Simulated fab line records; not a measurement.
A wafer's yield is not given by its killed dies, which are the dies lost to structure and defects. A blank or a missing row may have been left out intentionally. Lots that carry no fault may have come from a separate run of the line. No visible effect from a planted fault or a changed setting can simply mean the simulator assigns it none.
Matching of chambers | flow n5Finfet | N5_BEOL_M0_SAQP_ETCH_83 on rieDiel-05: 4 sister chambers
The step etches SiARC in CF4, target depth 39 nm, time 65 s. 8 wafers are shown with their chamber, then 7 later ones without.

WAFERS, EACH WITH ITS CHAMBER
wafer  | chamber | showerheadPlenumPTorr (Torr) | throttleValvePct (%)
L076.5 | 0       | 2.15                         | 15.42
L085.1 | 1       | 2.03                         | 16.05
L085.4 | 3       | 2.23                         | 15.63
L087.3 | 1       | 2.02                         | 16.04
L087.5 | 2       | 2.11                         | 15.96
L087.6 | 3       | 2.23                         | 15.64
L088.1 | 0       | 2.14                         | 15.45
L088.2 | 2       | 2.11                         | 15.95

WAFERS WITH NO CHAMBER GIVEN
wafer  | showerheadPlenumPTorr (Torr) | throttleValvePct (%)
L088.3 | 2.23                         | 15.65
L090.1 | 2.14                         | 15.45
L090.2 | 2.11                         | 15.96
L090.5 | 2.28                         | 15.57
L095.2 | 2.27                         | 15.55
L095.3 | 2.22                         | 15.66
L095.6 | 2.22                         | 15.67

EACH ONE'S CHAMBER
wafer  | from the rows above | in truth
L088.3 | 3                   | 3
L090.1 | 0                   | 0
L090.2 | 2                   | 2
L090.5 | 3                   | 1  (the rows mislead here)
L095.2 | 3                   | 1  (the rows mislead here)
L095.3 | 3                   | 3
L095.6 | 3                   | 3
Correct placement for 5 of the 7. Number that these rows cannot place: 0. Number placed wrongly: 2.
How it was worked out, from the rows above alone: a wafer's distance from a chamber is the root of the sum, over the readings, of the square of ((its reading less the chamber's mean) divided by the reading's scatter). If the next closest chamber is less than 2 further off than the closest, the wafer can't be placed; otherwise it belongs to the closest. A chamber's mean is the mean of its shown wafers. The scatter: the root of (the sum of the squares of (reading less its chamber's mean) over the shown wafers, divided by (wafers less chambers)).
